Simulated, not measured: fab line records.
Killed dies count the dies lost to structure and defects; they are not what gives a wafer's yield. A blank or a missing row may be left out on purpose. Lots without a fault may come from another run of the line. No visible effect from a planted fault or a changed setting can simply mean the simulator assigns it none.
Matching of chambers / flow n5-finfet / N5_BEOL_M7_CURE_75 on uv-cure-03 has 3 sister chambers
The step cures SiCOH lowk, time 120 s. 3 wafers are shown with their chamber, then 10 later ones without.

== EACH WAFER AND ITS CHAMBER ==
wafer=L075.6 chamber=2 wafer_temp_C_max=371.4
wafer=L092.5 chamber=1 wafer_temp_C_max=372.5
wafer=L089.4 chamber=0 wafer_temp_C_max=372.6

== WAFERS WITH NO CHAMBER GIVEN ==
wafer=L089.6 wafer_temp_C_max=372.5
wafer=L095.1 wafer_temp_C_max=371.8
wafer=L095.4 wafer_temp_C_max=371.8
wafer=L095.5 wafer_temp_C_max=372.2
wafer=L097.1 wafer_temp_C_max=371.7
wafer=L097.2 wafer_temp_C_max=372.2
wafer=L097.6 wafer_temp_C_max=372.1
wafer=L096.1 wafer_temp_C_max=371.2
wafer=L096.2 wafer_temp_C_max=372.0
wafer=L096.3 wafer_temp_C_max=371.8

== WHICH CHAMBER EACH ONE RAN IN ==
wafer=L089.6; from the rows above=can't be placed: 1 or 0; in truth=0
wafer=L095.1; from the rows above=can't be placed: 2 or 1 or 0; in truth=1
wafer=L095.4; from the rows above=can't be placed: 2 or 1 or 0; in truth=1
wafer=L095.5; from the rows above=can't be placed: 1 or 0 or 2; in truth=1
wafer=L097.1; from the rows above=can't be placed: 2 or 1 or 0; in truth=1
wafer=L097.2; from the rows above=can't be placed: 1 or 0 or 2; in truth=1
wafer=L097.6; from the rows above=can't be placed: 1 or 0 or 2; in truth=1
wafer=L096.1; from the rows above=2; in truth=2
wafer=L096.2; from the rows above=can't be placed: 1 or 0 or 2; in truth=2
wafer=L096.3; from the rows above=can't be placed: 2 or 1 or 0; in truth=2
Placed correctly: 1 of 10. From these rows, 9 cannot be placed; in 9 the true chamber is one of the candidates. 0 placed wrongly.
How it was worked out, from the rows above alone: a wafer's distance from a chamber is the root of the sum, over the readings, of the square of ((its reading less the chamber's mean) divided by the reading's scatter). The wafer belongs to the nearest chamber; if the next one is less than 2 further off, it can't be placed. The mean given for a chamber averages the wafers shown for that chamber. The scatter (one wafer shown for each chamber): square how far every hidden wafer sits from the nearest shown wafer, average those squares and take the square root.
